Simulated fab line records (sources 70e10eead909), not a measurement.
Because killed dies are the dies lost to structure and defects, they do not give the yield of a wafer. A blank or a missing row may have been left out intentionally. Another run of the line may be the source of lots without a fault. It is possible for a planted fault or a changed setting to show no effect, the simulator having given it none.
fab line records	flow nand-harc
record: lots: 13	wafers: 39	last-day: 25
route steps=1159 shown A_STAIRCASE@617
lots that met no fault: taken from a fault-free run of the same line
start-h: hours from the record's first day to the start of the lot's first wafer shown	wait-h: time in hours since the lot's previous step	" identical to the entry in the row above	L1.1+2: a single row standing in for several wafers	- no value, or no start was given	* or withheld: withheld	< > ~ a bound
route shown NAME@n: a module of which the file shows steps, and the number in the route of the first	usual: average and standard deviation across the fault-free wafers	same: alike in all rows	chamber/n: place in a boat	sites: per-site readings	_std_site: standard deviation of those values	_edge_site: the outer-site mean with the inner-site mean subtracted	radius-mm: how far each site lies from the wafer's centre	mask NAME#n: copy n	behind: tool/chamber where the wafer was last shaped	hold: why the lot was held/for how many hours/how that ended	device: the n, p or np transistor that did not switch	end of line: tests of these same wafers at the route's end	step lacking rows: just its recipe	killed: dies that structure and defects cost at the first sort, which is not the same as the wafer's yield	map: per-die view of a wafer (x killed, . not killed, _ where there is no die)
set.NAME: setting as actually run; set.NAME@STEP: the setting as run at that earlier step	model.NAME: the simulator's own value behind a step, which no gauge read
one table for each step of the route and one row for each wafer, over a sample of lots
services: the hour from which a tool's chamber was out of use, counted from the record's first day as start-h (under 0 if before that day), plus the number of hours and why
== steps ==
step: NHARC_A_STAIRCASE_ETCH_223
recipe: target-depth-a: 1000	time-s: 40.5	ion-energy-ev: 400	c4f8-flow-sccm: 20	o2-flow-sccm: 10	ar-flow-sccm: withheld	rf-w: 600	bias-w: 1000	chemistry: C4F8/O2
usual: oes-product-au: 0.944/0.014	rf-fwd-power-W: 593.4/2.5	rf-vpp-V: 895/6.8
lot.wafer	tool	chamber	start-h	wait-h	oes-product-au	rf-fwd-power-W	rf-hours-counter-h	rf-vpp-V
L112.1	rie-diel-03	3	-	-	0.950	586.8	6	888
L112.6	"	3	"	"	0.957	590.5	-	890
L112.5	"	0	"	"	0.944	596.2	-	893
L115.4	rie-diel-03	0	-	-	0.962	595.0	12	893
L115.3	"	3	"	"	0.967	585.7	12	889
L115.6	"	1	"	"	0.952	596.2	-	889
L119.1	rie-diel-03	0	-	-	0.952	594.4	20	893
L119.3	"	2	"	"	0.935	596.5	20	906
L119.4	"	3	"	"	0.935	589.7	21	888
L121.4	rie-diel-03	2	-	-	0.946	594.4	28	906
L121.1	"	3	"	"	0.945	590.3	28	890
L121.6	"	1	"	"	0.968	592.8	-	887
L120.2	rie-diel-02	1	-	-	0.913	593.5	52	896
L120.5	"	3	"	"	0.932	591.4	-	888
L120.6	"	0	"	"	0.945	594.3	-	895
L122.4	rie-diel-03	1	-	-	0.951	591.9	31	887
L122.5	"	2	"	"	0.942	594.6	-	905
L122.6	"	3	"	"	0.961	589.1	-	888
L123.3	rie-diel-09	2	-	-	0.957	594.6	22	897
L123.2	"	0	"	"	0.956	594.1	22	890
L123.5	"	2	"	"	0.948	592.6	-	897
L124.2	rie-diel-03	1	-	-	0.933	592.4	35	885
L124.3	"	3	"	"	0.939	588.9	36	889
L124.1	"	0	"	"	0.953	598.3	35	891
L126.1	rie-diel-02	1	-	-	0.928	596.1	62	896
L126.5	"	3	"	"	0.948	594.1	-	889
L126.6	"	0	"	"	0.959	593.6	-	896
L125.1	rie-diel-09	2	-	-	0.972	593.9	24	898
L125.4	"	0	"	"	0.948	593.5	24	889
L125.5	"	1	"	"	0.927	592.7	-	901
L129.1	rie-diel-03	0	-	-	0.944	591.8	46	891
L129.4	"	2	"	"	0.946	592.6	47	904
L129.6	"	1	"	"	0.925	598.5	-	888
L131.3	rie-diel-09	0	-	-	0.957	590.6	37	890
L131.4	"	1	"	"	0.947	590.5	33	902
L131.6	"	3	"	"	0.975	592.5	-	904
L135.2	rie-diel-09	0	-	-	0.938	592.9	49	888
L135.3	"	3	"	"	0.935	589.9	50	904
L135.5	"	2	"	"	0.939	593.5	-	899
step: NHARC_A_STAIRCASE_ETCH_230
recipe: target-depth-a: 1000	time-s: 40.5	ion-energy-ev: 400	c4f8-flow-sccm: 20	o2-flow-sccm: 10	ar-flow-sccm: withheld	rf-w: 600	bias-w: 1000	chemistry: C4F8/O2
usual: oes-product-au: 0.951/0.018	rf-fwd-power-W: 593/3	rf-vpp-V: 894/7
lot.wafer	tool	chamber	start-h	wait-h	oes-product-au	rf-fwd-power-W	rf-hours-counter-h	rf-vpp-V
L112.1	rie-diel-02	0	242.47	-	0.993	596	32	897
L112.6	"	3	"	"	0.979	591	-	889
L112.5	"	0	"	"	0.983	598	-	896
L115.4	rie-diel-03	0	258.88	-	0.945	593	13	892
L115.3	"	1	"	"	0.959	595	13	887
L115.6	"	3	"	"	0.936	587	-	888
L119.3	rie-diel-03	2	275.81	-	0.933	596	21	904
L119.4	"	0	"	"	0.955	597	20	892
L119.1	"	1	"	"	0.948	593	20	888
L121.1	rie-diel-03	2	293.23	-	0.947	593	28	905
L121.4	"	3	"	"	0.937	592	28	890
L121.6	"	2	"	"	0.939	597	-	905
L120.2	rie-diel-03	2	295.41	-	0.968	598	29	906
L120.5	"	0	"	"	0.989	599	-	892
L120.6	"	1	"	"	0.964	594	-	886
L122.4	rie-diel-03	3	311.55	-	0.948	588	32	888
L122.5	"	1	"	"	0.960	593	-	888
L122.6	"	2	"	"	0.940	599	-	906
L123.3	rie-diel-02	3	321.46	-	0.959	596	56	889
L123.2	"	1	"	"	0.930	595	61	897
L123.5	"	3	"	"	0.950	596	-	890
L124.3	rie-diel-03	0	321.70	-	0.964	592	36	890
L124.2	"	1	"	"	0.940	593	35	886
L124.1	"	2	"	"	0.944	594	36	905
L126.1	rie-diel-03	0	328.70	-	0.944	595	38	891
L126.5	"	3	"	"	0.933	587	-	888
L126.6	"	0	"	"	0.949	595	-	892
L125.1	rie-diel-03	1	330.90	-	0.922	595	39	885
L125.4	"	2	"	"	0.926	599	40	905
L125.5	"	1	"	"	0.936	596	-	886
L129.4	rie-diel-03	1	348.27	-	0.942	592	46	887
L129.1	"	2	"	"	0.947	598	48	905
L129.6	"	0	"	"	0.969	594	-	891
L131.3	rie-diel-03	1	353.56	-	0.959	597	49	886
L131.4	"	2	"	"	1.181	835	50	904
L131.6	"	3	"	"	0.938	589	-	887
L135.2	rie-diel-09	0	390.65	-	0.943	592	49	890
L135.3	"	2	"	"	0.971	591	47	896
L135.5	"	0	"	"	0.944	597	-	890
step: NHARC_A_STAIRCASE_ETCH_232
recipe: target-depth-a: 1000	time-s: 40.5	ion-energy-ev: 400	c4f8-flow-sccm: 20	o2-flow-sccm: 10	ar-flow-sccm: withheld	rf-w: 600	bias-w: 1000	chemistry: C4F8/O2
usual: oes-product-au: 0.946/0.013	rf-fwd-power-W: 593.1/2.8	rf-vpp-V: 895/7
lot.wafer	tool	chamber	start-h	wait-h	oes-product-au	rf-fwd-power-W	rf-hours-counter-h	rf-vpp-V
L112.1	rie-diel-02	2	-	-	0.952	595.5	33	905
L112.5	"	0	"	"	0.963	595.5	-	895
L112.6	"	1	"	"	0.936	594.6	-	897
L115.4	rie-diel-03	0	-	-	0.951	589.6	13	891
L115.3	"	1	"	"	0.961	592.6	13	888
L115.6	"	2	"	"	0.960	596.2	-	906
L119.3	rie-diel-03	0	-	-	0.945	591.3	20	892
L119.4	"	1	"	"	0.942	590.9	20	889
L119.1	"	3	"	"	0.929	589.5	21	888
L121.1	rie-diel-03	3	-	-	0.944	590.6	28	888
L121.4	"	1	"	"	0.958	594.5	27	888
L121.6	"	3	"	"	0.952	592.5	-	889
L120.2	rie-diel-03	2	-	-	0.949	599.9	29	904
L120.5	"	2	"	"	0.949	596.5	-	904
L120.6	"	3	"	"	0.949	589.2	-	888
L122.4	rie-diel-03	1	-	-	0.947	591.0	31	887
L122.6	"	2	"	"	0.952	593.5	-	905
L122.5	"	3	"	"	0.944	589.1	-	888
L123.2	rie-diel-02	0	-	-	0.951	598.4	56	896
L123.3	"	2	"	"	0.940	595.2	57	905
L123.5	"	1	"	"	0.929	593.2	-	897
L124.3	rie-diel-03	2	-	-	0.918	594.0	36	906
L124.1	"	3	"	"	0.926	585.7	36	888
L124.2	"	1	"	"	0.923	593.7	36	887
L126.1	rie-diel-03	0	-	-	0.951	591.2	38	891
L126.5	"	0	"	"	0.942	591.7	-	891
L126.6	"	1	"	"	0.950	595.4	-	887
L125.4	rie-diel-03	2	-	-	0.936	595.7	40	904
L125.1	"	3	"	"	0.928	592.2	41	888
L125.5	"	2	"	"	0.936	596.9	-	905
L129.1	rie-diel-03	2	-	-	0.946	597.6	48	904
L129.4	"	3	"	"	0.933	589.5	48	888
L129.6	"	2	"	"	0.945	595.4	-	904
L131.4	rie-diel-03	0	-	-	0.954	593.6	49	892
L131.3	"	3	"	"	0.947	587.5	50	887
L131.6	"	0	"	"	0.961	596.2	-	891
L135.2	rie-diel-09	2	-	-	0.962	594.1	47	896
L135.3	"	3	"	"	0.936	590.1	50	903
L135.5	"	2	"	"	0.937	592.5	-	896
step: NHARC_A_STAIRCASE_TRIM_233
recipe: time-s: 211.2	o2-flow-sccm: 500	ar-flow-sccm: 0	bias-w: 0	chemistry: O2
usual: drypump-motor-current-A: 5.6/0.34	oes-product-au: 1.004/0.01	rf-vpp-V: 57.7/0.95	showerhead-plenum-p-Torr: 3.51/0.2	throttle-valve-pct: 17.036/0.0088
lot.wafer	tool	chamber	start-h	wait-h	drypump-motor-current-A	oes-product-au	rf-hours-counter-h	rf-vpp-V	showerhead-plenum-p-Torr	throttle-valve-pct
L112.1	rie-diel-02	2	-	-	5.9	1.001	33	58.4	3.79	17.029
L112.6	"	3	"	"	5.6	0.986	-	57.7	3.35	17.040
L112.5	"	0	"	"	5.8	1.013	-	58.8	3.54	17.046
L115.3	rie-diel-03	3	-	-	6.2	0.995	13	57.4	3.33	17.038
L115.4	"	0	"	"	5.2	1.008	13	58.0	3.41	17.043
L115.6	"	3	"	"	6.2	0.996	-	56.1	3.33	17.043
L119.1	rie-diel-03	1	-	-	5.7	1.005	20	57.8	3.29	17.034
L119.3	"	2	"	"	5.3	1.006	21	58.1	3.80	17.037
L119.4	"	3	"	"	6.2	0.999	21	57.6	3.32	17.024
L121.4	rie-diel-03	3	-	-	6.3	1.017	28	56.7	3.32	17.028
L121.1	"	2	"	"	5.3	1.016	28	57.8	3.79	17.036
L121.6	"	0	"	"	5.2	1.027	-	56.7	3.40	17.031
L120.2	rie-diel-03	1	-	-	5.7	1.012	28	56.9	3.29	17.048
L120.5	"	2	"	"	5.3	1.002	-	57.6	3.79	17.047
L120.6	"	3	"	"	6.2	1.015	-	56.8	3.32	17.040
L122.4	rie-diel-03	3	-	-	6.2	1.009	32	55.6	3.32	17.037
L122.5	"	1	"	"	5.7	1.013	-	57.1	3.29	17.032
L122.6	"	2	"	"	5.3	1.000	-	59.7	3.79	17.026
L123.3	rie-diel-02	2	-	-	5.9	0.999	58	58.9	3.78	17.040
L123.2	"	0	"	"	5.8	1.012	56	58.3	3.53	17.045
L123.5	"	1	"	"	5.6	0.994	-	59.0	3.55	17.037
L124.1	rie-diel-03	3	-	-	6.2	1.014	36	57.1	3.32	17.047
L124.3	"	0	"	"	5.2	1.013	36	58.3	3.40	17.023
L124.2	"	1	"	"	5.8	1.008	36	57.0	3.28	17.032
L126.1	rie-diel-03	2	-	-	5.3	0.995	39	59.0	3.78	17.038
L126.6	"	0	"	"	5.3	1.014	-	58.3	3.40	17.037
L126.5	"	1	"	"	5.7	1.004	-	56.1	3.28	17.024
L125.4	rie-diel-03	1	-	-	5.7	1.010	39	56.3	3.28	17.036
L125.1	"	0	"	"	5.2	1.014	40	58.8	3.40	17.032
L125.5	"	1	"	"	5.7	1.006	-	56.8	3.28	17.024
L129.1	rie-diel-03	1	-	-	5.7	1.004	46	55.9	3.28	17.025
L129.4	"	3	"	"	6.2	0.985	48	56.7	3.31	17.037
L129.6	"	1	"	"	5.7	0.997	-	57.8	3.28	17.044
L131.3	rie-diel-03	3	-	-	6.2	0.997	50	56.1	3.31	17.039
L131.4	"	0	"	"	5.2	1.006	50	55.3	3.39	17.028
L131.6	"	1	"	"	5.7	1.001	-	56.3	3.28	17.039
L135.2	rie-diel-09	2	-	-	5.6	1.012	48	58.0	3.54	17.033
L135.3	"	1	"	"	5.2	0.999	44	58.2	3.67	17.025
L135.5	"	2	"	"	5.6	1.007	-	57.2	3.54	17.027
== services ==
tool	chamber	start-h	hours	kind
rie-diel-03	0	224.34	-	clean
rie-diel-03	1	224.34	-	clean
rie-diel-03	1	224.34	-	consumable-replace:focus-ring
rie-diel-03	2	224.34	-	clean
rie-diel-03	2	224.34	-	consumable-replace:showerhead
rie-diel-03	3	224.34	-	clean
rie-diel-03	0	248.84	-	clean
rie-diel-03	1	248.84	-	clean
rie-diel-03	2	248.84	-	clean
rie-diel-03	3	248.84	-	clean
rie-diel-02	2	255.85	4.5	repair
rie-diel-03	0	273.34	-	clean
rie-diel-03	1	273.34	-	clean
rie-diel-03	2	273.34	-	clean
rie-diel-03	3	273.34	-	clean
rie-diel-03	0	297.84	-	clean
rie-diel-03	1	297.84	-	clean
rie-diel-03	2	297.84	-	clean
rie-diel-03	3	297.84	-	clean
rie-diel-02	0	311.50	2.3	repair
rie-diel-03	0	322.36	-	clean
rie-diel-03	1	322.36	-	clean
rie-diel-02	-	328.17	9.0	pm
rie-diel-02	1	377.35	2.2	repair
== key ==
first-sign: step: NHARC_A_STAIRCASE_ETCH_230	reading: rf-fwd-power-W	direction: up	sigmas: 80	usual: *	struck: *
effect: step: NHARC_A_STAIRCASE_ETCH_230	reading: oes-product-au	direction: up	sigmas: 13	usual: 0.951	struck: 1.181
met-at NHARC_A_STAIRCASE_ETCH_230
struck-lots L131
struck-wafers L131.4
later-rows-left-out L131.4
sort-left-out L131.4
tester-left-out L131
not-acting-at NHARC_A_STAIRCASE_ETCH_223,NHARC_A_STAIRCASE_ETCH_232,NHARC_A_STAIRCASE_TRIM_233
onset-between 348.27 353.56
fault: kind: process-parameter-drift	tool: rie-diel-03	chamber: 2	onset-h: 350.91	steps: NHARC_A_STAIRCASE_ETCH_230	channel: rf-w	offset: *	shape: step	end-h: 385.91	acts-in: *	stated: *
tester-left-out: of these lots the tester's yield and bins aren't shown, on N5 and GAA mostly nor the transistor test; their killed dies are dies lost to structure and defects alone, not to doping, threshold or leakage, so they don't give the yield
sort-left-out: the simulated sort isn't trusted on such a fault, so these wafers' sort isn't shown, and their yield isn't known
later-rows-left-out: the simulator's readings of these wafers behind a module that went badly wrong aren't trusted and aren't shown, but for the sort
